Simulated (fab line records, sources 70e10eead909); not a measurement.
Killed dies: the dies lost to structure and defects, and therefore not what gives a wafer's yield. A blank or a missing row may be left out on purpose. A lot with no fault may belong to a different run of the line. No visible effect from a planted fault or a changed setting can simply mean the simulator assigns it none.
Matching of chambers :: flow nand-harc :: NHARC_P_CONTACT_CMP_01 on cmp-04: 4 sister chambers
The step polishes SiO2, target thk 200 nm. 4 wafers are shown with their chamber, then 9 later ones without.

## EACH WAFER AND ITS CHAMBER
wafer: L082.1
chamber: 3
motor-current-A (A): 12.2

wafer: L086.1
chamber: 2
motor-current-A (A): 11.0

wafer: L086.4
chamber: 0
motor-current-A (A): 11.3

wafer: L086.5
chamber: 1
motor-current-A (A): 11.8

## WAFERS MISSING THEIR CHAMBER
wafer: L092.1
motor-current-A (A): 11.7

wafer: L092.3
motor-current-A (A): 11.1

wafer: L092.4
motor-current-A (A): 11.3

wafer: L093.3
motor-current-A (A): 12.4

wafer: L093.5
motor-current-A (A): 11.5

wafer: L093.6
motor-current-A (A): 11.3

wafer: L095.3
motor-current-A (A): 12.4

wafer: L095.5
motor-current-A (A): 11.8

wafer: L095.6
motor-current-A (A): 12.1

## WHICH CHAMBER EACH WENT THROUGH
wafer: L092.1
from the rows above: 1
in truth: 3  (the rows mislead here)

wafer: L092.3
from the rows above: can't be placed: 2 or 0
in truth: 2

wafer: L092.4
from the rows above: 0
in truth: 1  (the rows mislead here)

wafer: L093.3
from the rows above: 3
in truth: 3

wafer: L093.5
from the rows above: can't be placed: 0 or 1
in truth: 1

wafer: L093.6
from the rows above: 0
in truth: 0

wafer: L095.3
from the rows above: 3
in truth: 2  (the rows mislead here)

wafer: L095.5
from the rows above: 1
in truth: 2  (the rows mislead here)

wafer: L095.6
from the rows above: can't be placed: 3 or 1
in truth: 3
Correct placement for 2 of the 9. Not placeable from these rows: 3 (in 3, the candidates include the true chamber). Wrongly placed: 4.
How it was worked out, from the rows above alone: a wafer's distance from a chamber is the root of the sum, over the readings, of the square of ((its reading less the chamber's mean) divided by the reading's scatter). If the next closest chamber is less than 2 further off than the closest, the wafer can't be placed; otherwise it belongs to the closest. For every chamber, the mean is computed from those of its wafers that are shown. The scatter: root of mean squared gap, hidden wafer to nearest shown wafer, with one shown wafer a chamber.
